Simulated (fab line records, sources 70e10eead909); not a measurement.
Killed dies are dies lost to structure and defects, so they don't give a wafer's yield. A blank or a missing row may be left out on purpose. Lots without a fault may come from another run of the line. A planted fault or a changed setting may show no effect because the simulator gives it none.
A struck lot beside a sound one | flow nand_harc | 15 steps out of a route of 1302
Sound: wafers L188.1, L188.4, L188.5. Struck: wafers L184.1, L184.4, L184.6. The cause comes at the end.
At each step with rows: each side's tool, then ch and its chambers, then its first start. Under that, the readings that differ: sound wafers | struck wafers | difference of the means | sigmas: that difference in standard deviations of wafers without a fault.
alike: readings whose means differ by less than 2 such deviations, and words and numbers that are the same on both sides. not compared: withheld readings, readings that some wafer has no value for, bounds like >300 that may hide the same value, and numbers for which the record gives no deviation and whose values overlap.
The two part at a step that has a row with sigmas, a row that says differs or no value, or rows on one side only. Numbers that don't overlap but have no deviation are shown without sigmas and don't part them. A reading that every wafer of one side lacks parts them only if that side has two wafers or more.

NHARC_A_CHANNEL_HOLE_D2_INSPECT_40:
  sound on defect_inspect-01, day 20 01:27; struck on defect_inspect-01, day 18 04:17
  alike: raw_defect_count
then, 2 steps without rows for these wafers: NHARC_A_CHANNEL_FILL_D2_PRECLEAN_00 (cleans in SC1); NHARC_A_CHANNEL_FILL_D2_SRD_01.
NHARC_A_CHANNEL_FILL_D2_ALD_02: deposits SiO2, target thk 6 nm, pulse time 10 s, ald cycles 60.
  sound on ald_hk-03 ch 0,2,3, day 20 01:38; struck on ald_hk-01 ch 0,2, day 18 04:34
  alike: heater_power_w, precursor_pulse_height_rel
then, 1 step without rows for these wafers: NHARC_A_CHANNEL_FILL_D2_ALD_03 (deposits SiNx, target thk 6 nm, pulse time 60 s, ald cycles 58).
NHARC_A_CHANNEL_FILL_D2_ALD_14: deposits SiO2, target thk 2.5 nm, pulse time 10 s, ald cycles 25.
  sound on ald_hk-03 ch 0,1,2, day 20 08:02; struck on ald_hk-02 ch 0,1, day 18 11:33
  alike: heater_power_w, precursor_pulse_height_rel
then, 1 step without rows for these wafers: NHARC_A_CHANNEL_FILL_D2_ALD_15 (deposits SiNx, target thk 2 nm, pulse time 60 s, ald cycles 19).
NHARC_A_CHANNEL_FILL_D2_ALD_16: deposits SiO2, target thk 1.5 nm, pulse time 10 s, ald cycles 15.
  sound on ald_hk-02 ch 1,3, day 20 13:14; struck on ald_hk-03 ch 0,3, day 18 16:43
  alike: heater_power_w, precursor_pulse_height_rel
then, 2 steps without rows for these wafers: NHARC_A_CHANNEL_FILL_D2_ANNEAL_17 (time 1800 s); NHARC_A_CHANNEL_FILL_D2_CVD_18 (deposits poly-Si, target thk 3 nm).
NHARC_A_CHANNEL_FILL_D2_ETCHBACK_19: etches the open film in HBr/Cl2, target depth 5 nm, time 1.7 s.
  sound on rie_si-06 ch 1,3, day 21 01:06; struck on rie_si-03 ch 1,3, day 19 04:36
  alike: drypump_motor_current_A, oes_product_au, throttle_valve_pct
  not compared: rf_hours_counter_h
NHARC_A_CHANNEL_FILL_D2_ETCHBACK_20: etches the open film in C4F8/O2/Ar, target depth 27 nm, time 13.5 s.
  sound on rie_diel-12 ch 0,1,2, day 21 01:13; struck on rie_diel-12 ch 1,2, day 19 04:43
  alike: oes_product_au, rf_vpp_V
  not compared: rf_hours_counter_h
NHARC_A_CHANNEL_FILL_D2_STRIP_28: strips in O2, time 20 s.
  sound on rie_diel-12 ch 1,2, day 21 01:19; struck on rie_diel-12 ch 0,2, day 19 04:49
  no value came back on the struck wafers for any of 7 readings (bias_w (W), chamber_pressure_mTorr (mTorr) and others); on the sound wafers bias_w (W) reads 0 0 0
  not compared: rf_hours_counter_h
then, 1 step without rows for these wafers: NHARC_A_CHANNEL_FILL_D2_PRECLEAN_21 (cleans in dHF, time 30 s).
-- the record jumps here: 9 days lie between the struck wafers' starts before and after (it left off in module A_CHANNEL_FILL_D2 and takes up again in module END, whose first step shown is number 1302 of the route) --
NHARC_END_SORT_01:
  the record has rows for the struck wafers here (prober-01 ch 0, day 28 14:29) and none for the sound ones

WHERE THEY PART
First at NHARC_A_CHANNEL_FILL_D2_STRIP_28; last, within this record, at NHARC_END_SORT_01.

WHY: what the simulator had put in
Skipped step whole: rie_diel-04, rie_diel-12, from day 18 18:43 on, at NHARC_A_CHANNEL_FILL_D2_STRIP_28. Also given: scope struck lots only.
